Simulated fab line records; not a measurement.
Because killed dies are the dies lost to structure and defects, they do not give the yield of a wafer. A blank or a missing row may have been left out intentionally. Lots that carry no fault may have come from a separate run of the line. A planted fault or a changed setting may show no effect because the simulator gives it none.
What tool caused it? ; flow nand_harc ; 14 lots with 42 wafers sampled at 4 steps, on a route of 1159 steps

WHAT THE GAUGES SHOWED, per wafer
NHARC_A_BONDPAD_CD_MEAS_09 targets a cd of 500 nm.
lot;measured;on;cd_nm (nm)
L591;day 18 04:31;cd_sem-02;500.1 503.6 500.8
L592;day 18 10:05;cd_sem-02;498.2 497.4 497.2
L596;day 18 10:14;cd_sem-03;500.4 497.3 499.3
L597;day 18 19:52;cd_sem-03;498.5 504.4 500.1
L600;day 20 13:53;cd_sem-03;499.5 500.6 499.5
L603;day 21 01:01;cd_sem-03;498.0 494.1 493.0
L605;day 21 05:45;cd_sem-02;497.2 501.5 501.1
L604;day 22 00:59;cd_sem-01;502.6 498.5 499.5
L607;day 22 01:29;cd_sem-02;502.9 498.9 500.5
L606;day 21 16:00;cd_sem-01;495.9 491.9 495.2
L612;day 22 16:05;cd_sem-02;501.1 502.3 500.6
L613;day 23 01:54;cd_sem-03;494.6 490.3 494.2
L611;day 23 06:24;cd_sem-02;497.4 499.8 498.4
L614;day 23 09:38;cd_sem-01;499.0 497.7 502.1

NHARC_END_SORT_01.
lot;measured;on;killed_at_array;killed_at_other;killed_at_periphery;killed_dies;killed_open;killed_short
L597;day 20 04:56;prober-02;119 12 108;1 0 1;7 4 3;127 16 112;2 3 2;3 1 2
L600;day 21 21:36;prober-01;13 16 110;1 2 0;7 5 2;21 23 112;3 8 3;2 3 4

TOOL THAT RAN EACH LOT (tool first, then ch and the chambers of the sampled wafers, then the start)
lot;NHARC_A_STAIRCASE_DEP_417;NHARC_A_M1_STRIP_18
L591;pecvd-02 ch 0,1, day 11 18:27;rie_diel-06 ch 0,2, day 18 00:17
L592;pecvd-04 ch 0,1,2, day 12 12:53;rie_diel-12 ch 1,3, day 18 05:10
L596;pecvd-04 ch 0,2, day 12 17:44;rie_diel-01 ch 0,1,3, day 18 05:25
L597;pecvd-04 ch 1,2, day 13 05:05;rie_diel-12 ch 2,3, day 18 15:29
L600;pecvd-04 ch 1,2, day 14 11:55;rie_diel-01 ch 0,1,2, day 20 09:14
L603;pecvd-01 ch 0,1,2, day 15 08:35;rie_diel-01 ch 0,3, day 20 20:45
L605;pecvd-01 ch 0,1,2, day 15 08:57;rie_diel-12 ch 1,2, day 21 01:40
L604;pecvd-02 ch 0,2, day 15 14:44;rie_diel-12 ch 0,2, day 21 20:49
L607;pecvd-01 ch 0,1, day 15 16:47;rie_diel-01 ch 0,3, day 21 21:11
L606;pecvd-01 ch 0,1, day 15 20:29;rie_diel-12 ch 1,2, day 21 11:36
L612;pecvd-01 ch 1,2, day 17 01:40;rie_diel-06 ch 1,3, day 22 11:53
L613;pecvd-02 ch 0,2, day 17 05:04;rie_diel-12 ch 0,1,2, day 22 20:49
L611;pecvd-04 ch 0,1,2, day 17 09:32;rie_diel-12 ch 1,2,3, day 23 02:17
L614;pecvd-01 ch 0,1,2, day 17 14:54;rie_diel-01 ch 0,1, day 23 05:36
- NHARC_A_STAIRCASE_DEP_417: deposits Si3N4, target thk 60 nm.
- NHARC_A_M1_STRIP_18: strips in N2/H2.

WHAT THE TOOLS THEMSELVES READ (means of the sampled wafers that have a number; where no wafer has one, the mark that the record gives instead)
NHARC_A_STAIRCASE_DEP_417.
lot;tool;heater_power_w (W)
L591;pecvd-02;544
L592;pecvd-04;720
L596;pecvd-04;760
L597;pecvd-04;693
L600;pecvd-04;707
L603;pecvd-01;732
L605;pecvd-01;748
L604;pecvd-02;686
L607;pecvd-01;790
L606;pecvd-01;659
L612;pecvd-01;682
L613;pecvd-02;642
L611;pecvd-04;740
L614;pecvd-01;690

NHARC_A_M1_STRIP_18.
lot;tool;drypump_motor_current_A (A);mfc_ar_sccm (sccm);oes_product_au (a.u.);rf_vpp_V (V);showerhead_plenum_p_Torr (Torr);throttle_valve_pct (%)
L591;rie_diel-06;5.4;0.016;0.994;89.9;2.11;14.170
L592;rie_diel-12;5.6;0.014;1.010;90.9;2.10;14.174
L596;rie_diel-01;5.9;0.002;0.989;90.9;2.09;14.182
L597;rie_diel-12;5.4;0.000;1.008;91.0;2.12;14.185
L600;rie_diel-01;5.9;0.006;0.995;90.6;2.09;14.172
L603;rie_diel-01;6.2;0.002;1.001;91.3;2.14;14.178
L605;rie_diel-12;5.6;0.014;1.000;90.6;2.02;14.176
L604;rie_diel-12;6.1;0.000;1.010;92.1;2.14;14.174
L607;rie_diel-01;6.2;0.002;0.998;91.6;2.14;14.173
L606;rie_diel-12;5.9;0.027;1.012;89.9;1.99;14.169
L612;rie_diel-06;5.6;0.021;1.000;90.5;2.00;14.176
L613;rie_diel-12;6.0;0.014;0.999;90.4;2.07;14.165
L611;rie_diel-12;5.6;0.014;1.005;90.6;2.06;14.173
L614;rie_diel-01;5.8;0.000;0.994;90.8;2.09;14.171

THE ANSWER, worked out from the rows above alone
Rule: the usual values come from the lots themselves. Put in order of their means at a reading, lots are off if they are a third of the lots or fewer, leave a main group of 4 or more, and stand apart from it by a gap of 3 or more times the standard deviation of the main group's means; of several such gaps the widest counts. A main group whose means are all the same, to the digits that the tables above print for the reading, isn't used. A lot without any number at a reading at which 4 lots or more have one is off too. Where the step has rows for the other lots, those lots are counted as sound. After the gauges, taken in route order, come the tools' own readings; for these a lot's mean is taken, as printed above. The first step at which some lot is off is used, and at that step the reading that is off furthest; a lot without a number counts as furthest.
Nothing can be told from this: no lot is off at any reading shown.

WHAT HAD BEEN PUT IN BY THE SIMULATOR
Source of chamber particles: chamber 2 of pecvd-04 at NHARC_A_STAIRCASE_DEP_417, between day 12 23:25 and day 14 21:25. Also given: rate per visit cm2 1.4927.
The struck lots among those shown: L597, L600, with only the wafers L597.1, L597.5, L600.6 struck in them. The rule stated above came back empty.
